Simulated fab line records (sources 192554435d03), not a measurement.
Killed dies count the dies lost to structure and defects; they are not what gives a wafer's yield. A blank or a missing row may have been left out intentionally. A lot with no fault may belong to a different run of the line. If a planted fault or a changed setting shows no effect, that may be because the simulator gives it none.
Which tool is to blame? | flow n5 finfet | 33 wafers from 11 lots sampled at 2 of the route's 1938 steps

== WHAT EACH GAUGE READ, for each wafer ==
N5_BEOL_M5_THK_MEAS_01. Usual: M5_ILD_THK typically reads 120.7 nm, with standard deviation 1.8.
lot  | measured     | on            | M5_ILD_THK (nm)   | flag
L768 | day 9 12:34  | film metro-01 | 117.2 120.5 118.7 |
L771 | day 9 22:39  | film metro-02 | 120.8 121.2 120.7 |
L773 | day 10 08:55 | film metro-02 | 119.1 119.6 121.7 |
L774 | day 10 11:59 | film metro-02 | 123.0 119.9 123.3 |
L775 | day 10 22:54 | film metro-01 | 121.4 120.1 120.8 |
L776 | day 11 00:00 | film metro-01 | 119.9 123.5 124.8 |
L783 | day 12 21:18 | film metro-02 | 122.3 123.4 120.3 |
L786 | day 13 15:08 | film metro-01 | 117.1 119.5 119.9 |
L790 | day 14 09:11 | film metro-01 | 119.8 121.7 122.4 |
L789 | day 14 16:19 | film metro-01 | 117.6 119.7 119.4 |
L791 | day 14 17:23 | film metro-02 | 119.2 122.4 121.2 |

== WHICH TOOL RAN EACH LOT (tool, then ch and the chambers of the sampled wafers, then the start) ==
lot  | N5_BEOL_M4_ANNEAL_80
L768 | pvd sputter-02, day 9 08:19
L771 | pvd sputter-02, day 9 18:30
L773 | pvd sputter-01, day 10 04:20
L774 | pvd sputter-03, day 10 07:53
L775 | pvd sputter-03, day 10 18:10
L776 | pvd sputter-01, day 10 19:54
L783 | pvd sputter-02, day 12 16:55
L786 | pvd sputter-01, day 13 09:28
L790 | pvd sputter-01, day 14 04:08
L789 | pvd sputter-03, day 14 11:36
L791 | pvd sputter-02, day 14 13:17
- N5_BEOL_M4_ANNEAL_80: time 240 s.

== AS READ BY THE TOOLS THEMSELVES (means over the sampled wafers that have a number; for cases with no such wafer, the mark the record gives instead) ==
N5_BEOL_M4_ANNEAL_80. Usual: heater power w 842 W, standard deviation 83.
lot  | tool           | heater power w (W) | flag
L768 | pvd sputter-02 | 884                |
L771 | pvd sputter-02 | 939                |
L773 | pvd sputter-01 | 790                |
L774 | pvd sputter-03 | 823                |
L775 | pvd sputter-03 | 752                |
L776 | pvd sputter-01 | 833                |
L783 | pvd sputter-02 | 887                |
L786 | pvd sputter-01 | 753                |
L790 | pvd sputter-01 | 758                |
L789 | pvd sputter-03 | 804                |
L791 | pvd sputter-02 | 812                |

== THE ANSWER, worked out from the rows above alone ==
Rule: take the mean of a lot's wafers that have a number; if it is more than 3 standard deviations from the usual mean, the lot is off. A lot without any number at a reading at which 4 lots or more have one is off too. Any other lot the step has rows for is counted as sound. First the gauges in route order, then the tools' own readings, where a lot's mean is used as printed above. The first step at which some lot is off is used, and at that step the reading that is off furthest; a lot without a number counts as furthest.
None of the lots is off at any reading shown; this tells nothing.

== WHAT THE SIMULATOR HAD INSERTED ==
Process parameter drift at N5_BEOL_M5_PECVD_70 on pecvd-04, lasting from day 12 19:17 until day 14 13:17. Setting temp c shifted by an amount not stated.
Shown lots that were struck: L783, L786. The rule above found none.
